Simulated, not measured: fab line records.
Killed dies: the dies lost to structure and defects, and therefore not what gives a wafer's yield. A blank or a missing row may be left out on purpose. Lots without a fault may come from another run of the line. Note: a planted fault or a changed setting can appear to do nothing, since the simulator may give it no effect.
Which tool did it?	flow nandHarc	24 lots, 72 wafers sampled, at 4 steps of a route of 1159

== WHAT THE GAUGES SHOWED, per wafer ==
NHARC_A_CONTACT_OVL_MEAS_43.
lot	measured	on	overlayXNm (nm)	overlayYNm (nm)
L074	day 16 11:00	overlay-02	0.9 0.6 1.0	1.6 2.0 1.8
L075	day 16 10:42	overlay-02	1.8 1.3 1.1	-0.4 0.0 0.3
L077	day 16 23:37	overlay-02	-0.8 -0.1 -0.3	0.7 1.0 0.6
L076	day 16 22:16	overlay-02	0.1 0.0 -0.6	-0.4 0.3 -0.3
L079	day 17 11:57	overlay-02	-0.8 -0.3 -0.7	-1.4 -1.5 -1.2
L078	day 17 07:40	overlay-02	-1.2 -1.6 -0.8	-0.1 0.2 -0.7
L081	day 18 04:53	overlay-01	0.7 0.6 0.7	0.9 1.4 0.7
L080	day 18 01:01	overlay-02	-1.2 -1.0 -1.3	-1.1 -0.6 -1.5
L082	day 18 13:06	overlay-02	1.2 0.9 1.2	-0.7 -0.5 -0.1
L083	day 18 14:32	overlay-02	0.0 -0.2 -0.2	0.9 1.2 0.2
L084	day 18 17:18	overlay-02	0.3 0.3 -0.1	1.1 1.4 0.9
L085	day 18 19:50	overlay-02	-0.2 -0.3 0.0	1.1 0.5 0.4
L086	day 19 04:49	overlay-02	-0.8 -1.2 -1.2	-0.2 -0.2 -0.3
L088	day 19 07:10	overlay-01	-0.9 -0.3 -0.9	0.0 -0.4 0.1
L087	day 19 08:56	overlay-01	-0.5 -0.3 -0.6	-0.5 -0.1 -0.4
L091	day 21 03:27	overlay-02	0.9 1.0 0.6	0.4 0.1 -0.2
L089	day 20 19:52	overlay-01	0.2 -0.1 0.1	0.8 0.7 0.2
L090	day 21 00:50	overlay-01	0.7 1.0 0.8	0.9 0.7 0.6
L092	day 20 20:10	overlay-02	0.0 0.2 0.8	-0.2 -0.1 -0.4
L093	day 21 10:37	overlay-02	1.1 0.9 0.5	-1.3 -1.2 -1.4
L094	day 21 13:21	overlay-02	0.4 0.7 0.3	1.0 1.2 0.9
L095	day 21 21:58	overlay-01	1.3 1.4 1.3	-0.7 -1.1 -0.6
L097	day 22 08:01	overlay-02	0.6 0.2 0.0	1.3 1.3 1.1
L096	day 21 16:35	overlay-02	0.6 1.2 0.6	-0.5 -0.5 -0.4

== WHAT TOOL EACH LOT RAN ON (gives the tool, then ch and the chambers of the sampled wafers, and finally the start) ==
lot	NHARC_A_SLIT_STRIP_18	NHARC_A_WL_FILL_ALD_02	NHARC_A_WL_FILL_CMP_12
L074	rieDiel-08 ch 0,3, day 15 00:24 or earlier	aldMetal-01 ch 0,2, day 15 00:24	cmp-03 ch 0,1,2, day 16 05:56
L075	rieDiel-08 ch 0,1,3, day 15 00:30 or earlier	aldMetal-04 ch 0,1,2, day 15 00:30	cmp-02 ch 0,1, day 16 05:22
L077	rieDiel-12 ch 0,2,3, day 15 13:22 or earlier	aldMetal-01 ch 2,3, day 15 13:22	cmp-02 ch 2,3, day 16 18:04
L076	rieDiel-11 ch 0,1,2, day 15 13:10 or earlier	aldMetal-04 ch 0,2, day 15 13:10	cmp-03 ch 0,3, day 16 17:55
L079	rieDiel-11 ch 2,3, day 15 17:29 or earlier	aldMetal-01 ch 2,3, day 15 17:29	cmp-01 ch 0,1,3, day 17 07:49
L078	rieDiel-08 ch 0,1,3, day 15 17:38 or earlier	aldMetal-03 ch 1,2,3, day 15 17:38	cmp-01 ch 0,1,2, day 17 03:31
L081	rieDiel-08 ch 1,2,3, day 16 14:25 or earlier	aldMetal-01 ch 0,3, day 16 14:25	cmp-01 ch 2,3, day 18 00:41
L080	rieDiel-11 ch 0,2,3, day 16 14:11 or earlier	aldMetal-04 ch 1,2,3, day 16 14:11	cmp-02 ch 0,2,3, day 17 20:52
L082	rieDiel-12 ch 1,2,3, day 17 01:04 or earlier	aldMetal-01 ch 0,1,3, day 17 01:04	cmp-03 ch 0,1,2, day 18 08:55
L083	rieDiel-08 ch 1,2,3, day 17 01:04 or earlier	aldMetal-03 ch 0,2,3, day 17 01:04	cmp-02 ch 0,1,3, day 18 09:09
L084	rieDiel-08 ch 0,1, day 17 01:22 or earlier	aldMetal-03 ch 1,2,3, day 17 01:22	cmp-03 ch 2,3, day 18 13:16
L085	rieDiel-12 ch 0,2, day 17 01:14 or earlier	aldMetal-04 ch 0,2, day 17 01:14	cmp-03 ch 0,1, day 18 13:27
L086	rieDiel-08 ch 0,2,3, day 17 12:27 or earlier	aldMetal-01 ch 2,3, day 17 12:27	cmp-03 ch 0,2,3, day 18 22:35
L088	rieDiel-12 ch 1,2,3, day 18 00:12 or earlier	aldMetal-03 ch 0,2,3, day 18 00:12	cmp-02 ch 1,2,3, day 19 01:47
L087	rieDiel-12 ch 0,1, day 18 00:20 or earlier	aldMetal-01 ch 2,3, day 18 00:20	cmp-01 ch 2,3, day 19 02:48
L091	rieDiel-11 ch 1,2, day 19 14:10 or earlier	aldMetal-01 ch 0,1,3, day 19 14:10	cmp-02 ch 0,3, day 20 20:59
L089	rieDiel-11 ch 0,1,3, day 19 14:15 or earlier	aldMetal-03 ch 2,3, day 19 14:15	cmp-03 ch 1,2,3, day 20 15:41
L090	rieDiel-08 ch 1,2,3, day 19 14:27 or earlier	aldMetal-04 ch 2,3, day 19 14:27	cmp-02 ch 0,1,3, day 20 19:58
L092	rieDiel-11 ch 0,2,3, day 19 14:35 or earlier	aldMetal-01 ch 0,1,3, day 19 14:35	cmp-01 ch 0,1,2, day 20 15:38
L093	rieDiel-12 ch 1,2,3, day 19 17:59 or earlier	aldMetal-04 ch 1,2, day 19 17:59	cmp-02 ch 0,2,3, day 21 01:46
L094	rieDiel-11 ch 0,2,3, day 19 17:50 or earlier	aldMetal-01 ch 1,2, day 19 17:50	cmp-02 ch 0,2,3, day 21 06:02
L095	rieDiel-08 ch 0,1, day 19 23:02 or earlier	aldMetal-01 ch 0,1,3, day 19 23:02	cmp-03 ch 0,1,2, day 21 17:34
L097	rieDiel-11 ch 0,2,3, day 19 23:08 or earlier	aldMetal-03 ch 0,1,3, day 19 23:08	cmp-03 ch 0,1,2, day 22 02:10
L096	rieDiel-08 ch 0,1,2, day 19 22:59 or earlier	aldMetal-04 ch 1,2,3, day 19 22:59	cmp-03 ch 0,2,3, day 21 10:52
- NHARC_A_SLIT_STRIP_18: strips in O2.
- NHARC_A_WL_FILL_ALD_02: deposits TiN, target thk 2 nm, pulse time 3 s, ald cycles 100.
- NHARC_A_WL_FILL_CMP_12: polishes, t overpolish 30 s, target thk 75 nm.

== WHAT THE TOOLS THEMSELVES READ (means of the sampled wafers that have a number; where no wafer has one, the mark that the record gives instead) ==
NHARC_A_SLIT_STRIP_18.
lot	tool	drypumpMotorCurrentA (A)	oesProductAu (a.u.)	rfVppV (V)	showerheadPlenumPTorr (Torr)	throttleValvePct (%)
L074	rieDiel-08	6.0	0.990	58.3	3.61	17.034
L075	rieDiel-08	5.8	0.990	57.7	3.50	17.033
L077	rieDiel-12	5.7	1.007	57.0	3.58	17.040
L076	rieDiel-11	5.4	1.005	58.1	3.63	17.037
L079	rieDiel-11	5.5	0.998	57.3	3.61	17.030
L078	rieDiel-08	5.8	1.003	57.2	3.50	17.034
L081	rieDiel-08	5.7	0.992	57.5	3.46	17.034
L080	rieDiel-11	5.4	1.012	57.6	3.63	17.030
L082	rieDiel-12	5.8	1.006	58.3	3.57	17.040
L083	rieDiel-08	5.7	0.994	57.5	3.45	17.046
L084	rieDiel-08	5.8	0.992	58.1	3.55	17.048
L085	rieDiel-12	5.5	1.013	58.2	3.69	17.032
L086	rieDiel-08	5.9	0.981	57.6	3.56	17.045
L088	rieDiel-12	5.8	0.999	58.4	3.57	17.041
L087	rieDiel-12	6.1	1.003	56.8	3.73	17.035
L091	rieDiel-11	5.5	0.998	57.5	3.60	17.049
L089	rieDiel-11	5.3	1.007	58.4	3.60	17.033
L090	rieDiel-08	5.7	0.989	57.6	3.45	17.033
L092	rieDiel-11	5.5	1.001	57.6	3.63	17.032
L093	rieDiel-12	5.8	1.010	57.2	3.56	17.039
L094	rieDiel-11	5.5	1.000	57.9	3.63	17.031
L095	rieDiel-08	5.6	1.003	58.2	3.44	17.024
L097	rieDiel-11	5.5	1.003	58.2	3.63	17.029
L096	rieDiel-08	5.7	0.999	57.3	3.51	17.043

NHARC_A_WL_FILL_ALD_02.
lot	tool	heaterPowerW (W)	precursorPulseHeightRel
L074	aldMetal-01	1094	0.996
L075	aldMetal-04	1060	0.977
L077	aldMetal-01	1006	1.000
L076	aldMetal-04	1040	1.010
L079	aldMetal-01	1083	0.977
L078	aldMetal-03	1125	0.993
L081	aldMetal-01	895	0.995
L080	aldMetal-04	1040	1.018
L082	aldMetal-01	948	0.987
L083	aldMetal-03	1134	1.006
L084	aldMetal-03	1103	0.993
L085	aldMetal-04	979	1.012
L086	aldMetal-01	999	1.006
L088	aldMetal-03	1145	1.001
L087	aldMetal-01	1093	1.003
L091	aldMetal-01	967	1.012
L089	aldMetal-03	1100	1.005
L090	aldMetal-04	1003	1.009
L092	aldMetal-01	972	1.006
L093	aldMetal-04	1039	0.995
L094	aldMetal-01	1063	1.008
L095	aldMetal-01	954	1.001
L097	aldMetal-03	1152	0.985
L096	aldMetal-04	1062	0.975

NHARC_A_WL_FILL_CMP_12.
lot	tool	motorCurrentA (A)	overpolishRunS (s)	slurryFlowMlMin	timeToEndpointS (s)
L074	cmp-03	12.1	30.005	149.9	14.1
L075	cmp-02	10.9	29.994	150.2	18.3
L077	cmp-02	11.1	30.000	149.9	12.5
L076	cmp-03	12.5	30.000	150.2	16.4
L079	cmp-01	11.7	30.005	150.1	15.4
L078	cmp-01	12.5	29.997	149.9	15.6
L081	cmp-01	11.5	30.000	150.8	16.4
L080	cmp-02	11.5	29.999	150.1	13.3
L082	cmp-03	12.1	30.010	150.5	12.9
L083	cmp-02	10.9	30.001	149.9	18.2
L084	cmp-03	13.4	29.996	149.9	15.2
L085	cmp-03	12.4	30.002	150.2	15.3
L086	cmp-03	12.6	29.996	149.7	14.8
L088	cmp-02	11.6	29.990	149.6	15.3
L087	cmp-01	10.6	30.000	150.4	14.0
L091	cmp-02	11.2	30.002	149.8	14.5
L089	cmp-03	12.8	30.001	149.5	11.6
L090	cmp-02	11.3	30.004	150.1	13.8
L092	cmp-01	12.6	29.993	150.0	13.5
L093	cmp-02	11.2	29.988	150.0	14.1
L094	cmp-02	11.9	30.001	150.1	15.6
L095	cmp-03	12.1	29.997	150.8	13.7
L097	cmp-03	12.1	30.005	149.8	13.6
L096	cmp-03	12.4	30.002	149.6	16.1

== THE ANSWER, worked out from the rows above alone ==
Rule: usual is defined by the lots themselves. The widest of any qualifying gaps counts: lots, ordered by their means at a reading, are off when they make up no more than a third of the lots, leave a main group of 4 or more, and stand apart from it by 3 or more times the standard deviation of that group's means. Not used: any main group whose means are identical at the precision the tables above print for the reading. Also off: a lot with no number at a reading for which 4 or more lots have one. The other lots that the step has rows for count as sound. First the gauges in route order, then the tools' own readings, where a lot's mean is used as printed above. At the first step where some lot is off, the reading lying furthest off is the one used; lots without a number count as furthest.
No lot is off at any reading shown: from this, nothing can be told.

== WHAT THE SIMULATOR HAD INSERTED ==
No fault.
